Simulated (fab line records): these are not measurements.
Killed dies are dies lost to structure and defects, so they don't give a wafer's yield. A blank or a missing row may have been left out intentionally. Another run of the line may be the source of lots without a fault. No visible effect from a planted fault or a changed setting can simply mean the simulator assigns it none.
What tool caused it?	flow nand_harc	60 wafers from 20 lots sampled at 6 of the route's 1302 steps

== WHAT THE GAUGES READ, wafer by wafer ==
The record holds no reading of a measuring or inspecting step that can be judged against a usual standard deviation.

== WHICH TOOL RAN EACH LOT (tool, then ch and the chambers of the sampled wafers, then the start) ==
lot	NHARC_A_STAIRCASE_TRIM_12	NHARC_A_STAIRCASE_TRIM_26	NHARC_A_STAIRCASE_DESCUM_186	NHARC_A_STAIRCASE_TRIM_191	NHARC_A_STAIRCASE_ETCH_194	NHARC_A_STAIRCASE_ETCH_199
L074	rie_diel-05 ch 0,1, day 15 14:14	rie_diel-04 ch 0,1,2, day 15 17:56 or earlier	rie_diel-05 ch 1,2,3, day 15 17:56	rie_diel-05 ch 1,2,3, no start	rie_diel-05 ch 0,1, no start	rie_diel-11 ch 0,2, no start
L075	rie_diel-11 ch 0,1,3, day 15 22:38	rie_diel-05 ch 0,1,2, day 16 03:44 or earlier	rie_diel-11 ch 0,1,2, day 16 03:44	rie_diel-11 ch 0,1, no start	rie_diel-11 ch 1,2,3, no start	rie_diel-05 ch 0,1,3, no start
L076	rie_diel-04 ch 1,2,3, day 16 10:05	rie_diel-11 ch 1,2,3, day 16 13:38 or earlier	rie_diel-04 ch 0,1,2, day 16 13:38	rie_diel-04 ch 0,1,3, no start	rie_diel-04 ch 0,1,3, no start	rie_diel-05 ch 1,2,3, no start
L078	rie_diel-04 ch 0,1,2, day 17 01:47	rie_diel-04 ch 0,3, day 17 05:26 or earlier	rie_diel-11 ch 1,3, day 17 05:26	rie_diel-11 ch 0,1,3, no start	rie_diel-11 ch 0,1, no start	rie_diel-04 ch 1,2,3, no start
L077	rie_diel-11 ch 0,1,3, day 17 02:14	rie_diel-04 ch 2,3, day 17 06:44 or earlier	rie_diel-11 ch 0,1, day 17 06:44	rie_diel-11 ch 1,2,3, no start	rie_diel-11 ch 0,3, no start	rie_diel-11 ch 0,1, no start
L079	rie_diel-04 ch 0,1,3, day 17 20:29	rie_diel-04 ch 1,2,3, day 18 02:53 or earlier	rie_diel-11 ch 0,1, day 18 02:53	rie_diel-11 ch 1,2,3, no start	rie_diel-11 ch 2,3, no start	rie_diel-11 ch 0,1,2, no start
L081	rie_diel-05 ch 0,1,3, day 18 16:32	rie_diel-05 ch 0,2,3, day 18 20:10 or earlier	rie_diel-05 ch 1,2,3, day 18 20:10	rie_diel-05 ch 0,1,2, no start	rie_diel-05 ch 1,2,3, no start	rie_diel-04 ch 0,1,2, no start
L080	rie_diel-04 ch 0,1, day 18 16:33	rie_diel-05 ch 2,3, day 18 21:19 or earlier	rie_diel-11 ch 0,1,2, day 18 21:19	rie_diel-11 ch 2,3, no start	rie_diel-11 ch 1,2,3, no start	rie_diel-11 ch 0,1,2, no start
L083	rie_diel-04 ch 0,1,2, day 19 10:18	rie_diel-04 ch 0,1,3, day 19 13:57 or earlier	rie_diel-04 ch 0,1,3, day 19 13:57	rie_diel-04 ch 0,2, no start	rie_diel-04 ch 0,3, no start	rie_diel-05 ch 0,2,3, no start
L084	rie_diel-05 ch 0,2,3, day 19 18:41	rie_diel-11 ch 0,2,3, day 19 22:17 or earlier	rie_diel-11 ch 0,1,2, day 19 22:17	rie_diel-11 ch 2,3, no start	rie_diel-11 ch 0,1, no start	rie_diel-04 ch 0,2,3, no start
L085	rie_diel-05 ch 0,1,2, day 20 02:26	rie_diel-05 ch 0,2,3, day 20 07:26 or earlier	rie_diel-04 ch 0,1,3, day 20 07:26	rie_diel-04 ch 0,1,3, no start	rie_diel-04 ch 1,2,3, no start	rie_diel-11 ch 0,1,2, no start
L087	rie_diel-05 ch 1,2,3, day 20 09:11	rie_diel-05 ch 0,2,3, day 20 13:21 or earlier	rie_diel-05 ch 0,2,3, day 20 13:21	rie_diel-05 ch 0,2, no start	rie_diel-05 ch 0,1,2, no start	rie_diel-05 ch 0,3, no start
L086	rie_diel-04 ch 0,2,3, day 20 09:30	rie_diel-04 ch 0,2,3, day 20 13:16 or earlier	rie_diel-05 ch 0,2,3, day 20 13:16	rie_diel-05 ch 0,1, no start	rie_diel-05 ch 1,2,3, no start	rie_diel-05 ch 0,2,3, no start
L089	rie_diel-04 ch 0,1,2, day 22 10:45	rie_diel-11 ch 0,1, day 22 14:47 or earlier	rie_diel-04 ch 1,2, day 22 14:47	rie_diel-04 ch 0,2, no start	rie_diel-04 ch 2,3, no start	rie_diel-04 ch 1,2, no start
L091	rie_diel-11 ch 0,1,2, day 22 19:47	rie_diel-11 ch 0,2,3, day 22 23:24 or earlier	rie_diel-11 ch 0,1,2, day 22 23:24	rie_diel-11 ch 0,1,3, no start	rie_diel-11 ch 0,1,3, no start	rie_diel-05 ch 0,1,3, no start
L090	rie_diel-04 ch 0,1, day 22 20:07	rie_diel-04 ch 0,1, day 22 23:59 or earlier	rie_diel-04 ch 2,3, day 22 23:59	rie_diel-04 ch 0,1,3, no start	rie_diel-04 ch 0,2, no start	rie_diel-04 ch 0,1,2, no start
L094	rie_diel-04 ch 0,2,3, day 23 15:55	rie_diel-04 ch 0,1,3, day 23 20:01 or earlier	rie_diel-11 ch 0,1,2, day 23 20:01	rie_diel-11 ch 2,3, no start	rie_diel-11 ch 1,2, no start	rie_diel-11 ch 1,2,3, no start
L093	rie_diel-11 ch 1,2,3, day 23 20:34	rie_diel-05 ch 0,2,3, day 24 00:30 or earlier	rie_diel-11 ch 1,2,3, day 24 00:30	rie_diel-11 ch 0,1, no start	rie_diel-11 ch 0,3, no start	rie_diel-11 ch 2,3, no start
L096	rie_diel-04 ch 2,3, day 24 11:26	rie_diel-04 ch 0,1, day 24 15:11 or earlier	rie_diel-05 ch 0,1, day 24 15:11	rie_diel-05 ch 2,3, no start	rie_diel-05 ch 0,2,3, no start	rie_diel-05 ch 0,1,3, no start
L095	rie_diel-05 ch 0,2,3, day 24 11:50	rie_diel-05 ch 1,2, day 24 15:37 or earlier	rie_diel-04 ch 1,2,3, day 24 15:37	rie_diel-04 ch 0,1, no start	rie_diel-04 ch 1,2,3, no start	rie_diel-11 ch 0,1,3, no start
- NHARC_A_STAIRCASE_TRIM_12: chemistry O2, time 211.2 s.
- NHARC_A_STAIRCASE_TRIM_26: chemistry O2, time 211.2 s.
- NHARC_A_STAIRCASE_DESCUM_186: chemistry O2, time 3 s.
- NHARC_A_STAIRCASE_TRIM_191: chemistry O2, time 211.2 s.
- NHARC_A_STAIRCASE_ETCH_194: etches the open film in C4F8/O2, target depth 100 nm, time 40.5 s.
- NHARC_A_STAIRCASE_ETCH_199: etches the open film in C4F8/O2, target depth 100 nm, time 40.5 s.

== AS READ BY THE TOOLS THEMSELVES (means over the sampled wafers that have a number; for cases with no such wafer, the mark the record gives instead) ==
NHARC_A_STAIRCASE_TRIM_12. Usual: chamber_pressure_mTorr 59.99 mTorr, standard deviation 0.055; drypump_motor_current_A 5.9 A, standard deviation 0.47; oes_product_au 0.999 a.u., standard deviation 0.01; rf_vpp_V 57.7 V, standard deviation 0.83; showerhead_plenum_p_Torr 3.47 Torr, standard deviation 0.15; throttle_valve_pct 17.037 %, standard deviation 0.0093.
lot	tool	chamber_pressure_mTorr (mTorr)	drypump_motor_current_A (A)	oes_product_au (a.u.)	rf_vpp_V (V)	showerhead_plenum_p_Torr (Torr)	throttle_valve_pct (%)	flag
L074	rie_diel-05	59.99	5.8	1.009	57.4	3.37	17.031	
L075	rie_diel-11	60.00	5.8	0.990	57.6	3.57	17.030	
L076	rie_diel-04	59.97	5.6	1.001	57.6	3.44	17.036	
L078	rie_diel-04	60.03	6.0	1.008	58.2	3.53	17.034	
L077	rie_diel-11	59.97	5.8	1.000	56.9	3.56	17.034	
L079	rie_diel-04	60.02	6.0	1.002	57.8	3.48	17.033	
L081	rie_diel-05	59.97	5.9	0.994	57.1	3.34	17.031	
L080	rie_diel-04	59.99	6.0	1.005	58.5	3.56	17.040	
L083	rie_diel-04	59.99	6.0	1.003	58.5	3.52	17.035	
L084	rie_diel-05	60.01	6.3	1.007	57.7	3.41	17.040	
L085	rie_diel-05	59.98	6.1	0.997	56.6	3.42	17.045	
L087	rie_diel-05	59.97	5.7	0.999	58.0	3.42	17.029	
L086	rie_diel-04	60.00	5.9	1.003	57.7	3.43	17.042	
L089	rie_diel-04	60.02	6.0	1.005	58.9	3.51	17.024	
L091	rie_diel-11	59.96	5.9	0.994	57.5	3.39	17.040	
L090	rie_diel-04	59.97	6.3	1.007	58.0	3.55	17.048	
L094	rie_diel-04	60.02	5.9	0.995	58.1	3.60	17.042	
L093	rie_diel-11	59.98	5.6	0.991	58.6	3.48	17.037	
L096	rie_diel-04	60.05	5.6	0.991	57.0	3.55	17.035	
L095	rie_diel-05	60.00	6.2	0.998	57.5	3.39	17.033	

NHARC_A_STAIRCASE_TRIM_26. Usual: chamber_pressure_mTorr 60.00 mTorr, standard deviation 0.054; drypump_motor_current_A 5.9 A, standard deviation 0.46; oes_product_au 1.000 a.u., standard deviation 0.011; rf_vpp_V 57.6 V, standard deviation 0.88; showerhead_plenum_p_Torr 3.47 Torr, standard deviation 0.14; throttle_valve_pct 17.037 %, standard deviation 0.0089.
lot	tool	chamber_pressure_mTorr (mTorr)	drypump_motor_current_A (A)	oes_product_au (a.u.)	rf_vpp_V (V)	showerhead_plenum_p_Torr (Torr)	throttle_valve_pct (%)	flag
L074	rie_diel-04	59.99	6.0	1.009	58.5	3.54	17.037	
L075	rie_diel-05	60.01	6.1	0.999	57.9	3.44	17.051	
L076	rie_diel-11	60.02	5.6	0.992	57.6	3.51	17.038	
L078	rie_diel-04	60.00	5.9	1.000	56.9	3.40	17.035	
L077	rie_diel-04	60.02	5.6	0.995	57.9	3.40	17.043	
L079	rie_diel-04	59.99	5.6	1.001	57.5	3.43	17.033	
L081	rie_diel-05	59.96	6.3	1.000	58.0	3.41	17.039	
L080	rie_diel-05	60.02	5.9	0.991	58.2	3.41	17.030	
L083	rie_diel-04	60.07	6.0	1.004	57.6	3.47	17.036	
L084	rie_diel-11	60.04	5.7	0.993	57.1	3.52	17.036	
L085	rie_diel-05	60.02	6.2	1.013	57.8	3.41	17.042	
L087	rie_diel-05	60.00	6.2	1.002	58.5	3.41	17.034	
L086	rie_diel-04	60.00	5.9	1.007	57.5	3.43	17.042	
L089	rie_diel-11	60.00	6.0	1.000	57.8	3.43	17.031	
L091	rie_diel-11	59.98	5.7	1.001	56.8	3.51	17.041	
L090	rie_diel-04	60.00	6.0	1.005	58.1	3.54	17.042	
L094	rie_diel-04	60.00	6.0	1.001	57.5	3.63	17.030	
L093	rie_diel-05	59.97	6.3	1.005	56.5	3.39	17.036	
L096	rie_diel-04	60.02	6.3	1.002	57.8	3.54	17.034	
L095	rie_diel-05	59.99	5.9	1.006	58.1	3.49	17.036	

NHARC_A_STAIRCASE_DESCUM_186. Usual: chamber_pressure_mTorr 60.00 mTorr, standard deviation 0.058; drypump_motor_current_A 5.9 A, standard deviation 0.43; oes_product_au 0.997 a.u., standard deviation 0.01; rf_vpp_V 57.6 V, standard deviation 0.89; showerhead_plenum_p_Torr 1.87 Torr, standard deviation 0.082; throttle_valve_pct 11.310 %, standard deviation 0.0088.
lot	tool	chamber_pressure_mTorr (mTorr)	drypump_motor_current_A (A)	oes_product_au (a.u.)	rf_vpp_V (V)	showerhead_plenum_p_Torr (Torr)	throttle_valve_pct (%)	flag
L074	rie_diel-05	60.00	5.8	0.998	57.6	1.86	11.313	
L075	rie_diel-11	59.98	5.8	0.992	56.9	1.85	11.310	
L076	rie_diel-04	60.00	6.0	1.001	58.3	1.92	11.311	
L078	rie_diel-11	59.96	5.7	0.991	58.2	1.92	11.316	
L077	rie_diel-11	59.98	6.0	1.006	57.0	1.86	11.319	
L079	rie_diel-11	59.98	6.1	1.001	57.4	1.87	11.313	
L081	rie_diel-05	60.04	5.8	0.985	57.6	1.86	11.311	
L080	rie_diel-11	59.97	5.8	0.991	57.7	1.84	11.320	
L083	rie_diel-04	60.07	6.0	0.995	57.9	1.88	11.313	
L084	rie_diel-11	59.99	5.9	0.997	57.5	1.84	11.311	
L085	rie_diel-04	59.99	5.9	1.001	57.1	1.88	11.309	
L087	rie_diel-05	60.02	6.2	1.006	57.3	1.84	11.311	
L086	rie_diel-05	60.05	6.2	1.015	58.3	1.84	11.306	
L089	rie_diel-04	60.03	5.6	0.997	56.8	1.88	11.317	
L091	rie_diel-11	60.09	5.8	1.000	57.4	1.83	11.309	
L090	rie_diel-04	60.03	5.6	0.989	57.8	1.83	11.303	
L094	rie_diel-11	59.91	5.8	0.989	57.5	1.83	11.311	
L093	rie_diel-11	59.98	5.5	0.993	57.6	1.88	11.311	
L096	rie_diel-05	60.00	6.2	0.989	57.5	1.79	11.314	
L095	rie_diel-04	59.97	5.6	0.995	56.8	1.94	11.312	

NHARC_A_STAIRCASE_TRIM_191. Usual: chamber_pressure_mTorr 59.99 mTorr, standard deviation 0.052; drypump_motor_current_A 5.9 A, standard deviation 0.42; oes_product_au 0.999 a.u., standard deviation 0.01; rf_vpp_V 57.6 V, standard deviation 0.91; showerhead_plenum_p_Torr 3.46 Torr, standard deviation 0.14; throttle_valve_pct 17.036 %, standard deviation 0.0085.
lot	tool	chamber_pressure_mTorr (mTorr)	drypump_motor_current_A (A)	oes_product_au (a.u.)	rf_vpp_V (V)	showerhead_plenum_p_Torr (Torr)	throttle_valve_pct (%)	flag
L074	rie_diel-05	59.98	5.7	0.994	57.2	3.44	17.040	
L075	rie_diel-11	59.95	5.9	0.995	58.2	3.45	17.048	
L076	rie_diel-04	59.99	6.0	1.005	57.9	3.48	17.034	
L078	rie_diel-11	60.03	5.8	0.992	58.6	3.56	17.032	
L077	rie_diel-11	60.02	5.6	0.996	58.3	3.51	17.035	
L079	rie_diel-11	59.97	5.6	1.006	58.1	3.50	17.030	
L081	rie_diel-05	59.96	6.1	1.001	57.4	3.43	17.042	
L080	rie_diel-11	60.01	5.4	1.000	57.5	3.62	17.030	
L083	rie_diel-04	59.97	6.3	1.005	57.9	3.53	17.036	
L084	rie_diel-11	60.00	5.5	1.000	56.4	3.46	17.038	
L085	rie_diel-04	60.04	6.0	1.001	57.9	3.47	17.021	
L087	rie_diel-05	60.02	6.4	1.013	58.2	3.49	17.036	
L086	rie_diel-05	60.01	5.8	0.997	58.6	3.35	17.047	
L089	rie_diel-04	59.98	6.3	1.004	57.1	3.52	17.038	
L091	rie_diel-11	59.96	5.8	0.997	57.6	3.54	17.043	
L090	rie_diel-04	59.96	5.9	1.007	57.9	3.46	17.040	
L094	rie_diel-11	59.99	5.5	1.005	58.2	3.44	17.041	
L093	rie_diel-11	59.99	6.0	0.983	58.3	3.42	17.041	
L096	rie_diel-05	60.01	5.9	0.997	57.6	3.39	17.037	
L095	rie_diel-04	59.93	6.0	1.002	57.2	3.53	17.046	

NHARC_A_STAIRCASE_ETCH_194. Usual: chamber_pressure_mTorr 25.002 mTorr, standard deviation 0.02; oes_product_au 0.941 a.u., standard deviation 0.011; rf_vpp_V 893 V, standard deviation 5.4.
lot	tool	chamber_pressure_mTorr (mTorr)	oes_product_au (a.u.)	rf_vpp_V (V)	flag
L074	rie_diel-05	24.986	0.953	891	
L075	rie_diel-11	24.993	0.940	895	
L076	rie_diel-04	25.008	0.953	895	
L078	rie_diel-11	25.014	0.932	893	
L077	rie_diel-11	25.003	0.941	898	
L079	rie_diel-11	25.002	0.924	899	
L081	rie_diel-05	24.986	0.942	892	
L080	rie_diel-11	24.997	0.939	894	
L083	rie_diel-04	24.993	0.943	891	
L084	rie_diel-11	25.016	0.940	894	
L085	rie_diel-04	25.000	0.942	892	
L087	rie_diel-05	25.010	0.946	891	
L086	rie_diel-05	25.001	0.938	892	
L089	rie_diel-04	24.999	0.946	890	
L091	rie_diel-11	24.982	0.941	896	
L090	rie_diel-04	24.988	0.945	894	
L094	rie_diel-11	25.002	0.934	890	
L093	rie_diel-11	25.009	0.938	900	
L096	rie_diel-05	24.996	0.945	891	
L095	rie_diel-04	24.985	0.930	898	

NHARC_A_STAIRCASE_ETCH_199. Usual: chamber_pressure_mTorr 24.999 mTorr, standard deviation 0.024; oes_product_au 0.947 a.u., standard deviation 0.015; rf_vpp_V 893 V, standard deviation 5.2.
lot	tool	chamber_pressure_mTorr (mTorr)	oes_product_au (a.u.)	rf_vpp_V (V)	flag
L074	rie_diel-11	24.998	0.958	890	
L075	rie_diel-05	25.001	0.955	889	
L076	rie_diel-05	25.015	0.954	893	
L078	rie_diel-04	25.007	0.932	892	
L077	rie_diel-11	25.005	0.949	894	
L079	rie_diel-11	24.998	0.933	891	
L081	rie_diel-04	25.014	0.960	896	
L080	rie_diel-11	25.001	0.938	892	
L083	rie_diel-05	25.031	0.973	891	
L084	rie_diel-04	25.001	0.971	892	
L085	rie_diel-11	25.016	0.954	891	
L087	rie_diel-05	24.967	0.940	889	
L086	rie_diel-05	25.006	0.947	892	
L089	rie_diel-04	25.031	0.944	895	
L091	rie_diel-05	25.003	0.957	889	
L090	rie_diel-04	24.991	0.952	896	
L094	rie_diel-11	24.981	0.935	894	
L093	rie_diel-11	24.990	0.945	893	
L096	rie_diel-05	25.003	0.945	888	
L095	rie_diel-11	25.028	0.934	896	

== THE ANSWER, worked out from the rows above alone ==
Rule: take the mean of a lot's wafers that have a number; if it is more than 3 standard deviations from the usual mean, the lot is off. Also off: a lot with no number at a reading for which 4 or more lots have one. The other lots that the step has rows for count as sound. First the gauges in route order, then the tools' own readings, where a lot's mean is used as printed above. The first step at which some lot is off is used, and at that step the reading that is off furthest; a lot without a number counts as furthest.
None of the lots is off at any reading shown; this tells nothing.

== WHAT THE SIMULATOR PUT IN ==
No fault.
